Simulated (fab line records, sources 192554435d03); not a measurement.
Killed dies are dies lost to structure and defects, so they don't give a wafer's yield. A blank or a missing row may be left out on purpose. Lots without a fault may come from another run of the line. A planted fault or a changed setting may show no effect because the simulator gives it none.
fab line records | flow n5_finfet
record lots=5 wafers=15 last_day=18
route steps=1938 shown BEOL_M13@1673
lots that met no fault: from a run of the same line without faults
start_h: hours from the record's first day to the start of the lot's first wafer shown | wait_h: hours since the lot's step before | " the same as in the row above | L1.1+2: a row that stands for several wafers | - no value, or no start given | * or withheld: withheld | < > ~ a bound
route shown NAME@n: a module of which the file shows steps, and the number in the route of the first | usual: mean/standard deviation of fault-free wafers | same: alike in all rows | chamber/n: place in a boat | sites: the reading at each site | _std_site: their standard deviation | _edge_site: outer sites' mean less inner sites' | radius_mm: how far each site lies from the wafer's centre | mask NAME#n: copy n | behind: the tool/chamber that last shaped the wafer | hold: why the lot was held/for how many hours/how that ended | device: the transistor (n, p or np) that didn't switch | end of line: the same wafers' tests at the end of the route | a step without rows: its recipe alone | killed: dies lost to structure and defects at the first sort, not the wafer's yield | map: a wafer's dies, x killed, . not, _ none there
set.NAME: the setting as run; set.NAME@STEP: as run at that earlier step | model.NAME: the simulator's own value behind a step, which no gauge read
lots at some steps of the route; a table a step, a row a wafer
services: from which hour (start_h, from the record's first day; less than 0 if before it) a tool's chamber was out of use, for how many hours, and why
## steps
# step N5_BEOL_M13_ETCH_59
# recipe chemistry=N2/H2 target=BARC target_depth_a=890 overetch_a=267 time_s=67.9 ion_energy_ev=200 pressure_mtorr=30 source_w=840 bias_w=150 n2_flow_sccm=200 h2_flow_sccm=200
# usual drypump_motor_current_A=5.6/0.4 oes_product_au=0.65/0.063 rf_vpp_V=524.1/1.9 showerhead_plenum_p_Torr=2.55/0.064 throttle_valve_pct=17.95/0.24
# same time_s=67.9
# columns lot.wafer tool chamber start_h wait_h drypump_motor_current_A oes_product_au rf_hours_counter_h rf_vpp_V showerhead_plenum_p_Torr throttle_valve_pct
L376.3 rie_diel-03 3 299.89 0.0 5.6 0.62 194 526.7 2.63 18.16
L376.4 " 1 " " 5.1 0.62 185 523.8 2.51 17.90
L376.6 " 2 " " 5.0 0.76 - 524.1 2.58 17.43
L377.1 rie_diel-04 0 307.19 0.0 6.2 0.61 229 524.4 2.52 18.10
L377.3 " 1 " " 5.5 0.64 152 522.0 2.53 18.21
L377.4 " 1 " " 5.5 0.65 - 523.1 2.53 18.21
L378.2 rie_diel-04 1 309.12 0.0 5.6 0.64 153 524.0 2.53 18.20
L378.3 " 0 " " 6.2 0.60 230 523.8 2.52 18.13
L378.4 " 2 " " 6.6 0.79 - 529.3 2.72 17.61
L383.3 rie_diel-04 0 338.12 0.0 6.2 0.60 239 522.9 2.52 18.15
L383.4 " 1 " " 5.6 0.64 161 524.0 2.53 18.21
L383.6 " 2 " " 6.5 0.77 - 528.2 2.71 17.62
L391.2 rie_diel-05 1 409.23 0.0 5.5 0.58 247 523.1 2.52 18.15
L391.3 " 2 " " 5.3 0.59 245 522.9 2.50 17.87
L391.4 " 0 " " 5.8 0.59 249 524.5 2.60 18.03
# step N5_BEOL_M13_VIA_ETCH_16
# recipe chemistry=C4F8/O2/Ar target=SiOC pressure_mtorr=30 source_w=3000 bias_w=700 Ar_flow_sccm=400 C4F8_flow_sccm=15 O2_flow_sccm=8 he_inner_torr=15 he_outer_torr=30 target_depth_a=9217 time_s=withheld ion_energy_ev=250 ends=cleared
# usual drypump_motor_current_A=5.6/0.39 oes_product_au=0.68/0.071 rf_vpp_V=665.8/2.3 showerhead_plenum_p_Torr=3.43/0.084 throttle_valve_pct=24.24/0.19
# columns lot.wafer tool chamber start_h wait_h drypump_motor_current_A oes_product_au rf_vpp_V showerhead_plenum_p_Torr throttle_valve_pct
L376.3 rie_diel-03 3 299.94 0.0 5.6 0.66 669.0 3.53 24.58
L376.4 " 1 " " 5.1 0.67 664.3 3.40 24.28
L376.6 " 2 " " 5.1 0.83 668.4 3.49 23.93
L377.1 rie_diel-04 0 307.25 0.0 6.2 0.64 665.0 3.39 24.34
L377.3 " 1 " " 5.6 0.67 664.6 3.41 24.54
L377.4 " 1 " " 5.6 0.67 665.1 3.40 24.54
L378.2 rie_diel-04 1 309.17 0.0 5.5 0.66 666.2 3.41 24.54
L378.3 " 0 " " 6.2 0.63 663.9 3.39 24.36
L378.4 " 2 " " 6.5 0.83 671.7 3.64 23.86
L383.3 rie_diel-04 0 338.17 0.0 6.1 0.63 663.2 3.39 24.35
L383.4 " 1 " " 5.5 0.67 665.7 3.40 24.55
L383.6 " 2 " " 6.5 0.83 671.4 3.63 23.88
L391.2 rie_diel-05 1 409.28 0.0 5.5 0.60 664.0 3.35 24.24
L391.3 " 2 " " 5.3 0.62 663.5 3.37 24.17
L391.4 " 0 " " 5.8 0.62 667.6 3.49 24.31
# step N5_BEOL_M13_STRIP_63
# recipe chemistry=N2/H2 power_w=1000 temp_c=250 h2_frac=0.65 overash_fraction=0.3 pressure_mtorr=1000 n2_flow_sccm=1750 h2_flow_sccm=3250
# usual drypump_motor_current_A=5.7/0.55 heater_power_w=343/40 oes_product_au=0.675/0.0048 strip_time_to_endpoint_s=28.5/1 temp_c=249.99/0.18
# columns lot.wafer tool chamber start_h wait_h drypump_motor_current_A heater_power_w oes_product_au rf_hours_counter_h strip_time_to_endpoint_s temp_c
L376.3 plasma_asher-02 0 300.19 - 5.8 384 0.674 - 28.5 249.68
L376.4 " 1 " " 6.6 327 0.678 - 29.6 249.79
L376.6 " 0 " " 5.8 390 0.674 - 28.4 249.92
L377.1 plasma_asher-01 0 307.48 - 5.9 301 0.681 114 28.9 249.74
L377.3 " 0 " " 5.9 288 0.674 - 29.3 250.08
L377.4 " 1 " " 5.0 383 0.676 - 29.4 249.99
L378.2 plasma_asher-01 1 309.40 - 5.0 382 0.680 114 29.2 250.09
L378.3 " 0 " " 5.9 288 0.669 - 28.2 249.96
L378.4 " 1 " " 5.0 388 0.670 - 27.7 249.92
L383.3 plasma_asher-02 0 338.43 - 5.8 383 0.677 - 27.0 249.87
L383.4 " 1 " " 6.6 324 0.677 - 29.5 250.01
L383.6 " 1 " " 6.6 315 0.677 - 27.2 249.85
L391.2 plasma_asher-02 0 409.52 - 5.8 385 0.679 118 29.5 249.85
L391.3 " 0 " " 5.8 386 0.668 - 28.9 250.16
L391.4 " 1 " " 6.6 325 0.676 - 28.3 249.87
# step N5_BEOL_M13_STRIP_64
# recipe chemistry=N2/H2 power_w=1000 temp_c=250 h2_frac=0.65 overash_fraction=0.3 pressure_mtorr=withheld n2_flow_sccm=1750 h2_flow_sccm=3250
# usual drypump_motor_current_A=5.7/0.55 heater_power_w=344/41 oes_product_au=0.715/0.0051 strip_time_to_endpoint_s=31.36/0.082 temp_c=250.00/0.17
# columns lot.wafer tool chamber start_h wait_h drypump_motor_current_A heater_power_w oes_product_au rf_hours_counter_h strip_time_to_endpoint_s temp_c
L376.3 plasma_asher-02 0 300.25 0.0 5.8 379 0.715 - 31.36 250.11
L376.4 " 1 " " 6.6 316 0.717 - 31.35 249.85
L376.6 " 0 " " 5.8 386 0.720 - 31.39 250.05
L377.1 plasma_asher-01 0 307.54 0.0 5.9 285 0.715 114 31.30 250.15
L377.3 " 0 " " 5.9 299 0.711 - 31.15 249.90
L377.4 " 1 " " 5.0 371 0.720 - 31.17 249.67
L378.2 plasma_asher-01 1 309.46 0.0 5.0 385 0.716 114 31.34 249.68
L378.3 " 0 " " 5.9 293 0.709 - 31.29 250.03
L378.4 " 1 " " 5.0 370 0.710 - 31.27 249.70
L383.3 plasma_asher-02 0 338.49 0.0 5.8 377 0.725 - 31.54 250.03
L383.4 " 1 " " 6.6 328 0.728 - 31.58 249.71
L383.6 " 1 " " 6.6 324 0.715 - 31.46 250.04
L391.2 plasma_asher-02 0 409.58 0.0 5.8 389 0.715 118 31.34 250.17
L391.3 " 0 " " 5.8 388 0.714 - 31.30 250.09
L391.4 " 1 " " 6.6 321 0.714 - 31.37 249.96
# step N5_BEOL_M13_STRIP_71
# recipe chemistry=post_etch_residue_remover time_s=60 temp_c=25 remover_ph=withheld remover_water_wt_pct=withheld remover_fluoride_wt_pct=withheld
# step N5_BEOL_M13_SRD_72
# recipe time_s=30 temp_c=23 rinse_liquid=diw dry=n2_spin spin_rpm=1500 dry_time_s=30
# step N5_BEOL_M13_CD_MEAS_17
# recipe target_cd_nm=190 polarity=opening
# usual cd_nm=190.2/1.5
# columns lot.wafer tool chamber start_h wait_h cd_nm
L376.3 cd_sem-03 - 300.38 0.0 189.3
L376.4 " - " " 189.4
L376.6 " - " " 188.3
L377.1 cd_sem-02 - 307.69 0.0 190.7
L377.3 " - " " 193.3
L377.4 " - " " 191.6
L378.2 cd_sem-02 - 309.61 0.0 191.9
L378.3 " - " " 188.7
L378.4 " - " " 188.3
L383.3 cd_sem-03 - 338.62 0.0 190.0
L383.4 " - " " 193.0
L383.6 " - " " 190.9
L391.2 cd_sem-03 - 409.73 0.0 192.2
L391.3 " - " " 192.4
L391.4 " - " " 193.3
# step N5_BEOL_M13_COAT_65
# recipe resist=SOC temp_c=250 time_s=60 spin_rpm=1500 resist_thk_nm=350
# step N5_BEOL_M13_COAT_66
# recipe resist=SiARC temp_c=220 time_s=60 spin_rpm=1500 resist_thk_nm=110
# step N5_BEOL_M13_COAT_22
# recipe spin_rpm=2888 resist_thk_nm=300
# step N5_BEOL_M13_EBR_24
# recipe solvent=PGMEA ebr_width_mm=1.5
# step N5_BEOL_M13_SOFTBAKE_23
# recipe temp_c=130 time_s=60
# step N5_BEOL_M13_EXPOSE_25
# recipe mask_id=M13 na=0.93 source_shape=conventional sigma_outer=0.4 polarization=unpolarized target_cd_nm=210 dose_mj=22
# columns lot.wafer tool chamber start_h wait_h mask
L376.3+4+6 krf_scanner-01 0 300.55 - M13#0
L377.1+3+4 krf_scanner-02 0 307.97 - M13#0
L378.2+3+4 krf_scanner-01 0 309.92 - M13#0
L383.3+4+6 krf_scanner-02 0 338.92 - M13#0
L391.2+3+4 krf_scanner-01 0 409.89 - M13#0
# step N5_BEOL_M13_PEB_26
# recipe peb_temp_c=130 peb_time_s=90
# step N5_BEOL_M13_DEVELOP_27
# recipe develop_time_s=45 rinse_liquid=diw dry=air_spin dev_temp_c=21
# step N5_BEOL_M13_HARDBAKE_32
# recipe temp_c=130 time_s=120
# step N5_BEOL_M13_CD_MEAS_28
# recipe target_cd_nm=209.5 landing_energy_ev=500 detector=se_inlens
# usual cd_nm=210.0/1.2
# columns lot.wafer tool chamber start_h wait_h cd_nm
L376.3 cd_sem-03 0 300.71 - 210.0
L376.4 " 0 " " 209.9
L376.6 " 0 " " 210.9
L377.1 cd_sem-02 0 308.15 - 210.0
L377.3 " 0 " " 209.1
L377.4 " 0 " " 210.3
L378.2 cd_sem-03 0 310.08 - 210.6
L378.3 " 0 " " 211.4
L378.4 " 0 " " 212.1
L383.3 cd_sem-01 0 339.09 - 282.8
L383.4 " 0 " " 340.8
L383.6 " 0 " " 344.1
L391.2 cd_sem-02 0 410.05 - 209.6
L391.3 " 0 " " 213.0
L391.4 " 0 " " 209.1
# step N5_BEOL_M13_OVL_MEAS_29
# recipe points_per_wafer=44
# usual M13_OVL=-5/6.1
# columns lot.wafer tool chamber start_h wait_h M13_OVL[nm]
L376.3 overlay-02 0 300.74 0.0 -8
L376.4 " 0 " " -6
L376.6 " 0 " " -8
L377.1 overlay-02 0 308.18 0.0 0
L377.3 " 0 " " 11
L377.4 " 0 " " 10
L378.2 overlay-02 0 310.11 0.0 -17
L378.3 " 0 " " -14
L378.4 " 0 " " -16
L383.3 overlay-02 0 339.11 0.0 4
L383.4 " 0 " " 10
L383.6 " 0 " " 10
L391.2 overlay-02 0 410.08 0.0 -14
L391.3 " 0 " " -20
L391.4 " 0 " " -14
# step N5_BEOL_M13_INSPECT_30
# recipe mode=adi inspect_instrument=macro
# usual raw_defect_count=2.0/1.5
# columns lot.wafer tool chamber start_h wait_h raw_defect_count
L376.3 defect_inspect-01 - 300.82 0.1 2
L376.4 " - " " 1
L376.6 " - " " 0
L377.1 defect_inspect-02 - 308.20 0.0 6
L377.3 " - " " 0
L377.4 " - " " 1
L378.2 defect_inspect-01 - 310.14 0.0 3
L378.3 " - " " 0
L378.4 " - " " 3
L383.3 defect_inspect-02 - 339.14 0.0 3
L383.4 " - " " 0
L383.6 " - " " 2
L391.2 defect_inspect-02 - 410.11 0.0 1
L391.3 " - " " 4
L391.4 " - " " 1
# step N5_BEOL_M13_DESCUM_33
# recipe chemistry=O2 time_s=7.9 source_power_w=50 bias_power_w=20 pressure_mtorr=20 rf_frequency_hz=2.712e+07 temp_c=40 o2_flow_sccm=225
# usual drypump_motor_current_A=5.6/0.45 oes_product_au=0.77/0.09 rf_vpp_V=243.4/1.2 showerhead_plenum_p_Torr=2.11/0.055 temp_c=40.01/0.12 throttle_valve_pct=20.53/0.25
# same time_s=7.9
# columns lot.wafer tool chamber start_h wait_h drypump_motor_current_A oes_product_au rf_hours_counter_h rf_vpp_V showerhead_plenum_p_Torr temp_c throttle_valve_pct model.BEOL_M13.cd_nm
L376.3 rie_diel-03 2 301.03 0.2 5.1 0.91 27 243.7 2.13 39.91 20.08 210
L376.4 " 1 " " 5.1 0.75 185 243.1 2.10 40.01 20.71 210
L376.6 " 2 " " 5.1 0.91 - 242.9 2.13 39.90 20.09 210.8
L377.1 rie_diel-04 0 308.23 0.0 6.2 0.70 230 242.0 2.07 39.87 20.58 210.2
L377.3 " 1 " " 5.5 0.75 153 243.2 2.09 40.03 20.82 208.8
L377.4 " 0 " " 6.1 0.71 - 243.6 2.07 39.87 20.57 210.6
L378.2 rie_diel-05 1 310.28 0.1 5.6 0.69 222 243.2 2.07 39.97 20.62 210.4
L378.3 " 2 " " 5.3 0.70 217 243.3 2.08 40.14 20.47 211.8
L378.4 " 0 " " 5.8 0.69 229 245.2 2.18 40.09 20.78 212
L383.3 rie_diel-03 3 339.17 0.0 5.6 0.72 206 244.4 2.17 40.04 20.85 282.8
L383.4 " 1 " " 5.1 0.73 199 243.3 2.10 39.84 20.70 341
L383.6 " 2 " " 5.1 0.91 - 245.1 2.13 39.91 20.09 344.2
L391.2 rie_diel-03 3 410.14 0.0 5.6 0.71 230 245.3 2.16 39.79 20.89 210
L391.3 " 2 " " 5.1 0.86 58 243.9 2.12 40.15 20.15 213.2
L391.4 " 0 " " 5.4 0.79 - 242.1 2.02 40.06 20.55 209.2
# step N5_BEOL_M13_ETCH_67
# recipe chemistry=CF4 target=SiARC target_depth_a=1430 time_s=238.3 ion_energy_ev=80 pressure_mtorr=40 source_w=545 bias_w=36 Ar_flow_sccm=100 cf4_flow_sccm=100 ends=cleared
# usual drypump_motor_current_A=5.6/0.45 etch_rf_on_time_s=240/6 oes_product_au=0.65/0.075 rf_vpp_V=184.2/1.1 showerhead_plenum_p_Torr=2.15/0.055 throttle_valve_pct=15.67/0.25
# columns lot.wafer tool chamber start_h wait_h drypump_motor_current_A etch_rf_on_time_s oes_product_au rf_hours_counter_h rf_vpp_V showerhead_plenum_p_Torr throttle_valve_pct
L376.3 rie_diel-03 2 301.07 0.0 5.1 239 0.77 27 184.7 2.19 15.25
L376.4 " 1 " " 5.1 240 0.62 185 184.9 2.14 15.75
L376.6 " 2 " " 5.1 238 0.77 - 186.0 2.19 15.26
L377.1 rie_diel-04 0 308.27 0.0 6.2 230 0.61 230 183.6 2.13 15.79
L377.3 " 1 " " 5.5 241 0.64 153 184.0 2.14 15.98
L377.4 " 0 " " 6.2 230 0.60 - 183.5 2.13 15.80
L378.2 rie_diel-05 1 310.32 0.0 5.6 255 0.57 222 183.7 2.11 15.78
L378.3 " 2 " " 5.2 246 0.59 217 184.2 2.11 15.60
L378.4 " 0 " " 5.8 242 0.60 229 184.4 2.20 15.87
L383.3 rie_diel-03 3 339.21 0.0 5.6 231 0.62 206 184.7 2.21 16.05
L383.4 " 1 " " 5.1 240 0.62 199 185.3 2.13 15.78
L383.6 " 2 " " 5.1 235 0.76 - 185.7 2.19 15.27
L391.2 rie_diel-03 3 410.18 0.0 5.5 236 0.60 230 185.0 2.20 16.10
L391.3 " 2 " " 5.1 237 0.73 58 184.8 2.18 15.32
L391.4 " 0 " " 5.4 247 0.66 - 182.5 2.07 15.66
# step N5_BEOL_M13_ETCH_68
# recipe chemistry=N2/H2 target=SOC mask_material=SiARC source_w=3000 bias_w=350 temp_c=40 time_s=355 ion_energy_ev=200 pressure_mtorr=30 n2_flow_sccm=200 h2_flow_sccm=200
# step N5_BEOL_M13_STRIP_69
# recipe chemistry=N2/H2 temp_c=40 n2_flow_sccm=200 h2_flow_sccm=200 rf_frequency_hz=6e+07
# step N5_BEOL_M13_TRENCH_ETCH_34
# recipe chemistry=C4F8/O2/Ar target=SiOC target_depth_a=4134.7 mask_material=SOC pressure_mtorr=30 source_w=3000 bias_w=700 Ar_flow_sccm=400 C4F8_flow_sccm=15 O2_flow_sccm=8 he_inner_torr=15 he_outer_torr=30 time_s=162.6 ion_energy_ev=250
# step N5_BEOL_M13_STRIP_70
# recipe chemistry=C4F8/O2/Ar resist=SiARC rf_frequency_hz=6e+07
# step N5_BEOL_M13_STRIP_37
# recipe chemistry=N2/H2 power_w=1000 temp_c=250 h2_frac=0.65 overash_fraction=0.3 pressure_mtorr=withheld n2_flow_sccm=1750 h2_flow_sccm=3250
# step N5_BEOL_M13_ETCH_38
# recipe chemistry=CF4/N2 target=SiCN target_depth_a=675 taper_deg=2 time_s=71.9 ion_energy_ev=150 mask_material=SiO2 pressure_mtorr=40 source_w=430 bias_w=70 Ar_flow_sccm=100 cf4_flow_sccm=60 n2_flow_sccm=60
# usual drypump_motor_current_A=5.6/0.48 oes_product_au=0.77/0.089 rf_vpp_V=382.5/1.6 showerhead_plenum_p_Torr=2.21/0.06 throttle_valve_pct=15.49/0.27
# same time_s=71.9
# columns lot.wafer tool chamber start_h wait_h drypump_motor_current_A oes_product_au rf_hours_counter_h rf_vpp_V showerhead_plenum_p_Torr throttle_valve_pct model.BEOL_M13.cd_nm
L376.3 rie_diel-03 3 301.81 - 5.6 0.74 195 383.4 2.28 15.86 209.2
L376.4 " 0 " " 5.4 0.82 92 378.9 2.14 15.41 209.4
L376.6 " 0 " " 5.5 0.82 - 380.0 2.14 15.43 210.6
L377.1 rie_diel-04 1 310.11 - 5.5 0.74 154 382.2 2.20 15.78 209.2
L377.3 " 0 " " 6.2 0.72 231 382.5 2.19 15.63 209.6
L377.4 " 1 " " 5.6 0.73 - 383.4 2.20 15.79 209.6
L378.2 rie_diel-03 1 311.06 - 5.1 0.73 189 382.9 2.20 15.56 210.8
L378.3 " 3 " " 5.6 0.74 197 383.5 2.28 15.87 212.4
L378.4 " 2 " " 5.1 0.89 30 383.0 2.25 15.05 215.4
L383.3 rie_diel-04 0 340.20 - 6.1 0.71 239 382.5 2.19 15.66 282.6
L383.4 " 3 " " 5.0 0.92 20 381.1 2.16 15.21 341.2
L383.6 " 1 " " 5.6 0.74 - 382.0 2.20 15.81 345.4
L391.2 rie_diel-04 3 412.21 - 4.9 0.86 44 381.7 2.15 15.30 211.4
L391.3 " 2 " " 6.5 0.86 53 384.5 2.34 15.08 213
L391.4 " 1 " " 5.5 0.71 - 381.4 2.19 15.85 211
# step N5_BEOL_M13_PRECLEAN_39
# recipe chemistry=residue_remover time_s=60 temp_c=40
## services
# columns tool chamber start_h hours kind
rie_diel-04 3 285.00 27.2 repair
krf_scanner-02 - 308.54 1.3 pm
rie_diel-04 0 322.48 6.7 repair
rie_diel-04 - 351.21 1.5 repair
krf_scanner-01 - 361.51 1.0 pm
rie_diel-05 1 366.16 8.4 repair
krf_scanner-02 - 367.03 1.0 pm
plasma_asher-01 - 372.18 0.5 repair
rie_diel-05 - 374.16 14.6 pm
rie_diel-04 3 378.16 8.3 repair
krf_scanner-01 - 379.92 1.3 pm
krf_scanner-02 - 382.00 2.3 repair
krf_scanner-01 - 384.26 0.8 pm
rie_diel-05 0 389.04 11.5 repair
rie_diel-04 0 395.62 - clean
rie_diel-04 0 395.62 - consumable_replace:focus_ring
rie_diel-04 0 395.62 24.4 scheduled_down
rie_diel-04 0 395.62 24.4 vent_cycle
rie_diel-03 1 396.85 17.9 repair
krf_scanner-01 - 408.29 0.6 repair
rie_diel-05 0 411.60 - clean
rie_diel-05 0 411.60 - consumable_replace:focus_ring
rie_diel-05 0 411.60 23.8 scheduled_down
rie_diel-05 0 411.60 23.8 vent_cycle
## key
first_sign step=N5_BEOL_M13_CD_MEAS_28 reading=cd_nm direction=up sigmas=92 usual=210.0 struck=322.6
effect none on later readings
model_effect step=N5_BEOL_M13_DESCUM_33 value=BEOL_M13.cd_nm without=208.5 struck=322.7
model_effect step=N5_BEOL_M13_ETCH_38 value=BEOL_M13.cd_nm without=209 struck=323.1
met_at N5_BEOL_M13_EXPOSE_25
struck_wafers L383.3,L383.4,L383.6
later_rows_left_out L383.3,L383.4,L383.6
sort_left_out L383.3,L383.4,L383.6
onset_between 307.97 338.92
also_fits N5_BEOL_M13_ETCH_59:rie_diel-04,N5_BEOL_M13_VIA_ETCH_16:rie_diel-04
fault kind=process_parameter_drift tool=krf_scanner-02 chamber=- onset_h=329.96 steps=N5_BEOL_M13_EXPOSE_25 channel=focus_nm offset=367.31 spread_by_wafer=0.3 shape=step end_h=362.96
# sort_left_out: the simulated sort isn't trusted on such a fault, so these wafers' sort isn't shown, and their yield isn't known
# later_rows_left_out: the simulator's readings of these wafers behind a module that went badly wrong aren't trusted and aren't shown, but for the sort
